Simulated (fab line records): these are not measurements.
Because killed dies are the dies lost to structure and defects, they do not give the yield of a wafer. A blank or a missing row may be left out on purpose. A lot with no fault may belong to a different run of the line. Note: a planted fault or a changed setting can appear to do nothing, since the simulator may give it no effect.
Chamber matching	flow n5_finfet	cvd_co-01 running N5_BEOL_M4_CO_CAP_55: 3 sister chambers
The step material Co, precursor CCTBA/H2, target thk 2 nm, time 102.1 s. 6 wafers are shown with their chamber, then 8 later ones without.

== WAFERS WITH THEIR CHAMBER ==
wafer	chamber	heater_power_w (W)
L078.6	0	214
L082.2	0	209
L082.6	2	238
L089.4	2	234
L089.6	1	257
L093.1	1	260

== WAFERS WITHOUT THEIR CHAMBER ==
wafer	heater_power_w (W)
L093.5	255
L093.6	238
L094.2	239
L094.3	256
L094.4	237
L096.2	238
L096.3	210
L096.4	258

== WHICH CHAMBER EACH WENT THROUGH ==
wafer	from the rows above	in truth
L093.5	1	1
L093.6	2	2
L094.2	2	2
L094.3	1	1
L094.4	2	2
L096.2	2	2
L096.3	0	0
L096.4	1	1
Correctly placed: 8 of 8. Can't be placed from these rows: 0. Placed wrongly: 0.
How it was worked out, from the rows above alone: a wafer's distance from a chamber is the root of the sum, over the readings, of the square of ((its reading less the chamber's mean) divided by the reading's scatter). If the next closest chamber is less than 2 further off than the closest, the wafer can't be placed; otherwise it belongs to the closest. A chamber's mean is the mean of its shown wafers. The scatter: the root of (the sum of the squares of (reading less its chamber's mean) over the shown wafers, divided by (wafers less chambers)).
